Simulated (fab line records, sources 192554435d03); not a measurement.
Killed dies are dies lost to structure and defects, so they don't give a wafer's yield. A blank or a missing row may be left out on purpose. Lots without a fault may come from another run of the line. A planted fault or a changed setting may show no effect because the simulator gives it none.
Split-lot experiment | flow n5_finfet | 7 lots, 21 wafers read, on a route of 1938 steps

THE SPLIT
At N5_BEOL_M11_EXPOSE_08 (exposes mask M11), the setting dose_mj was moved away from the recipe's 53.75 on 9 of the 21 wafers read, by -7.0% to +6.1%. The other wafers ran this setting at the recipe's value.

FROM THE SPLIT TO THE READING: what the file shows between them, 15 steps
- N5_BEOL_M11_PEB_09: peb time 60 s
- N5_BEOL_M11_DEVELOP_10: develop time 30 s
- N5_BEOL_M11_CD_MEAS_11: target cd 64.1 nm
- N5_BEOL_M11_DESCUM_16: chemistry O2, time 7.9 s
- N5_BEOL_M11_ETCH_61: etches SiARC in CF4, target depth 39 nm, time 65 s
- N5_BEOL_M11_ETCH_62: etches SOC in N2/H2, target depth 110 nm, overetch 22 nm, time 165 s
- N5_BEOL_M11_STRIP_68: strips in N2/H2
- N5_BEOL_M11_STRIP_67: strips in CF4
- N5_BEOL_M11_HM_OPEN_17: chemistry Cl2/BCl3, target TiN, target depth 20 nm, overetch 6 nm
- N5_BEOL_M11_STRIP_19: strips in O2
- N5_BEOL_M11_CD_MEAS_18: pitch 140 nm, target cd 70 nm
- N5_BEOL_M11_COAT_63: time 60 s, resist thk 100 nm
- N5_BEOL_M11_COAT_64: time 60 s, resist thk 30 nm
- N5_BEOL_M11_PRECLEAN_42: cleans in residue remover, time 60 s
- N5_BEOL_M11_SRD_43: time 30 s

THE READING
cd_nm, in nm, at N5_BEOL_M11_CD_MEAS_35 (target cd 70 nm). Fault-free wafers of this fab line usually give 69.6 nm, standard deviation 0.56 nm.

wafer  | tool, chamber at the split | dose_mj as run | against the recipe | cd_nm, nm | against lot-mates on the recipe
L078.2 | arfi_scanner-02, 0         | 53.75          | recipe             | 69.2      | -
L078.5 | arfi_scanner-02, 0         | 53.75          | recipe             | 69.2      | -
L078.6 | arfi_scanner-02, 0         | 53.75          | recipe             | 69.1      | -
L081.1 | arfi_scanner-01, 0         | 56.52          | +5.2%              | 72.2      | +1.6
L081.4 | arfi_scanner-01, 0         | 53.75          | recipe             | 70.9      | -
L081.5 | arfi_scanner-01, 0         | 53.75          | recipe             | 70.2      | -
L083.1 | arfi_scanner-02, 0         | 53.75          | recipe             | 68.8      | -
L083.2 | arfi_scanner-02, 0         | 50.63          | -5.8%              | 66.1      | -2.7
L083.3 | arfi_scanner-02, 0         | 50.63          | -5.8%              | 65.4      | -3.4
L089.2 | arfi_scanner-02, 0         | 49.97          | -7.0%              | 65.1      | no lot-mate on the recipe
L089.3 | arfi_scanner-02, 0         | 49.97          | -7.0%              | 66.4      | no lot-mate on the recipe
L089.5 | arfi_scanner-02, 0         | 49.97          | -7.0%              | 66.1      | no lot-mate on the recipe
L088.4 | arfi_scanner-03, 0         | 53.75          | recipe             | 69.9      | -
L088.5 | arfi_scanner-03, 0         | 57.03          | +6.1%              | 73.3      | +3.0
L088.6 | arfi_scanner-03, 0         | 53.75          | recipe             | 70.6      | -
L090.1 | arfi_scanner-01, 0         | 53.75          | recipe             | 69.5      | -
L090.2 | arfi_scanner-01, 0         | 55.62          | +3.5%              | 71.8      | +2.3
L090.4 | arfi_scanner-01, 0         | 55.62          | +3.5%              | 71.3      | +1.8
L093.1 | arfi_scanner-02, 0         | 53.75          | recipe             | 69.3      | -
L093.2 | arfi_scanner-02, 0         | 53.75          | recipe             | 69.3      | -
L093.6 | arfi_scanner-02, 0         | 53.75          | recipe             | 69.5      | -

THE FIT
A straight line over all 21 wafers: cd_nm changes by +0.569 nm for each +1% of dose_mj; r = +0.97; the points scatter about the line by 0.6 nm.
The same after taking each lot's own level away (the mean of its wafers on the recipe; 18 wafers): +0.496 nm for each +1%; r = +0.97; scatter 0.35 nm.
On that fit, the largest move of dose_mj shifts the reading by 3.5 nm.
The lots' own levels span 68.80 to 70.55 nm, that is 3.1 times the standard deviation above.
So the lot-to-lot level changes the slope: the two fits differ.
Check: with one of the wafers moved furthest among these (+6.1%) left out of the fit, the line predicts +2.97 nm for it against its lot-mates. It came out at +3.05 nm against them.

OTHER SPLITS ON THESE WAFERS
These wafers also went through other splits before the reading. Each is held against what the fit with the lots' levels taken away leaves over:
other split on the same wafers    | wafers away from the commonest value | r with cd_nm (lot level and that fit taken away)
N5_BEOL_M8_HM_DEP_02 target_thk_a | 7                                    | -0.04
N5_BEOL_M8_TRENCH_ETCH_37 bias_w  | 7                                    | -0.37
N5_BEOL_M9_TRENCH_ETCH_37 bias_w  | 6                                    | +0.01

THE WHOLE CHAIN: every reading that the file lists as answering this split, in the file's order
step                   | what it does                                                         | reading                                                                | change (the file's fit)               | r (the file's)
N5_BEOL_M11_CD_MEAS_11 | target cd 64.1 nm                                                    | cd_nm                                                                  | +0.468 nm for each +1% of the setting | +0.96
N5_BEOL_M11_ETCH_61    | etches SiARC in CF4, target depth 39 nm, time 65 s                   | BEOL_M11.cd_offset_nm (the simulator's own value, which no gauge read) | +0.486 nm for each +1% of the setting | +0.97
N5_BEOL_M11_ETCH_62    | etches SOC in N2/H2, target depth 110 nm, overetch 22 nm, time 165 s | BEOL_M11.cd_offset_nm (the simulator's own value, which no gauge read) | +0.482 nm for each +1% of the setting | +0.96
N5_BEOL_M11_HM_OPEN_17 | chemistry Cl2/BCl3, target TiN, target depth 20 nm, overetch 6 nm    | BEOL_M11.cd_offset_nm (the simulator's own value, which no gauge read) | +0.472 nm for each +1% of the setting | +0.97
N5_BEOL_M11_CD_MEAS_18 | pitch 140 nm, target cd 70 nm                                        | cd_nm                                                                  | +0.485 nm for each +1% of the setting | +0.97
N5_BEOL_M11_CD_MEAS_35 | target cd 70 nm                                                      | cd_nm                                                                  | +0.466 nm for each +1% of the setting | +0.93

THE FILE'S OWN FIT
cd_nm changes by +0.466 nm for each +1% of dose_mj, r = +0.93.
